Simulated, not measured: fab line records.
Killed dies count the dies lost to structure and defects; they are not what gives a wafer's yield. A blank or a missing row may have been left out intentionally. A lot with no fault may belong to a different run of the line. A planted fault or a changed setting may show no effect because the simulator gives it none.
What tool caused it? ; flow nand harc ; 10 lots with 30 wafers sampled at 5 steps, on a route of 1159 steps

## WHAT THE GAUGES READ, wafer by wafer
NHARC_A_CHANNEL_HOLE_D1_INSPECT_40.
lot;measured;on;raw defect count
L300;day 8 13:50;defect inspect-02;61 78 93
L299;day 8 15:29;defect inspect-02;73 53 71
L303;day 9 16:25;defect inspect-02;76 89 71
L308;day 10 14:08;defect inspect-01;947 59 951
L312;day 11 10:38;defect inspect-02;57 45 70
L314;day 12 09:08;defect inspect-01;66 49 58
L316;day 12 17:47;defect inspect-02;87 78 74
L318;day 13 12:32;defect inspect-01;67 32 48
L320;day 13 16:34;defect inspect-01;86 76 76
L321;day 13 23:30;defect inspect-01;37 67 61

## WHAT TOOL EACH LOT RAN ON (gives the tool, then ch and the chambers of the sampled wafers, and finally the start)
lot;NHARC_A_CHANNEL_HOLE_D1_DESCUM_15;NHARC_A_CHANNEL_HOLE_D1_ETCH_39;NHARC_A_CHANNEL_HOLE_D1_ETCH_34;NHARC_A_CHANNEL_HOLE_D1_ETCH_21
L300;rie diel-13 ch 0,1,2, day 8 06:56;rie diel-13 ch 0,2,3, day 8 07:21 or earlier;rie diel-13 ch 0,1, day 8 07:21;har etch-02 ch 0,1, day 8 08:32
L299;rie diel-09 ch 0,1, day 8 08:35;rie diel-09 ch 1,3, day 8 09:02 or earlier;rie diel-09 ch 0,1,2, day 8 09:02;har etch-01 ch 0,1, day 8 10:21
L303;rie diel-11 ch 0,3, day 9 09:31;rie diel-11 ch 2,3, day 9 09:57 or earlier;rie diel-11 ch 0,2,3, day 9 09:57;har etch-01 ch 0,1, day 9 11:08
L308;rie diel-11 ch 1,2,3, day 10 07:05;rie diel-11 ch 1,2, day 10 07:35 or earlier;rie diel-11 ch 1,3, day 10 07:35;har etch-02 ch 0,1, day 10 08:53
L312;rie diel-09 ch 0,1,3, day 11 03:47;rie diel-09 ch 0,1,3, day 11 04:13 or earlier;rie diel-09 ch 1,2,3, day 11 04:13;har etch-02 ch 0,1, day 11 05:23
L314;rie diel-13 ch 0,2,3, day 12 02:05;rie diel-13 ch 0,1,3, day 12 02:31 or earlier;rie diel-13 ch 0,1, day 12 02:31;har etch-02 ch 1, day 12 03:41
L316;rie diel-09 ch 1,2,3, day 12 10:42;rie diel-09 ch 1,2, day 12 11:13 or earlier;rie diel-09 ch 2,3, day 12 11:13;har etch-01 ch 0,1, day 12 12:31
L318;rie diel-09 ch 0,1,3, day 13 05:37;rie diel-09 ch 0,1,3, day 13 06:03 or earlier;rie diel-09 ch 0,2,3, day 13 06:03;har etch-02 ch 0,1, day 13 07:14
L320;rie diel-13 ch 1,2, day 13 09:40;rie diel-13 ch 0,1,2, day 13 10:06 or earlier;rie diel-13 ch 0,2,3, day 13 10:06;har etch-01 ch 1, day 13 11:21
L321;rie diel-13 ch 0,2,3, day 13 16:38;rie diel-13 ch 1,2,3, day 13 17:02 or earlier;rie diel-13 ch 0,3, day 13 17:02;har etch-02 ch 0,1, day 13 18:13
- NHARC_A_CHANNEL_HOLE_D1_DESCUM_15: chemistry O2, time 3 s.
- NHARC_A_CHANNEL_HOLE_D1_ETCH_39: etches the open film in N2/H2, target depth 260 nm, time 325 s.
- NHARC_A_CHANNEL_HOLE_D1_ETCH_34: etches the open film in CF4/CHF3, target depth 154 nm, time 77 s.
- NHARC_A_CHANNEL_HOLE_D1_ETCH_21: etches the open film in C4F8/O2/Ar, time 514.3 s, target depth 1600 nm.

## THE ANSWER, worked out from the rows above alone
Rule: what is usual is taken from the lots themselves. Put in order of their means at a reading, lots are off if they are a third of the lots or fewer, leave a main group of 4 or more, and stand apart from it by a gap of 3 or more times the standard deviation of the main group's means; of several such gaps the widest counts. If all means in a main group match to the digits the tables above print for the reading, that group is not used. Also off: a lot with no number at a reading for which 4 or more lots have one. Any other lot the step has rows for is counted as sound.
Off at NHARC_A_CHANNEL_HOLE_D1_INSPECT_40 (raw defect count): L308. For the main group the mean is 67 and the standard deviation 12.
A tool fits if, at a process step before that reading, it ran every lot that is off, and no sound lot after the first of them. Those tools and the gauges at NHARC_A_CHANNEL_HOLE_D1_INSPECT_40 are tried in the same way. With no start given for some of its lots, NHARC_A_CHANNEL_HOLE_D1_ETCH_39 uses the hours and lot order of NHARC_A_CHANNEL_HOLE_D1_ETCH_34. One fits: rie diel-11 at NHARC_A_CHANNEL_HOLE_D1_DESCUM_15 and NHARC_A_CHANNEL_HOLE_D1_ETCH_39 and NHARC_A_CHANNEL_HOLE_D1_ETCH_34. At NHARC_A_CHANNEL_HOLE_D1_DESCUM_15 its last sound lot is L303 (day 9 09:31), its first lot that is off L308 (day 10 07:05): a fault that began between those two fits.

## WHAT THE SIMULATOR PUT IN
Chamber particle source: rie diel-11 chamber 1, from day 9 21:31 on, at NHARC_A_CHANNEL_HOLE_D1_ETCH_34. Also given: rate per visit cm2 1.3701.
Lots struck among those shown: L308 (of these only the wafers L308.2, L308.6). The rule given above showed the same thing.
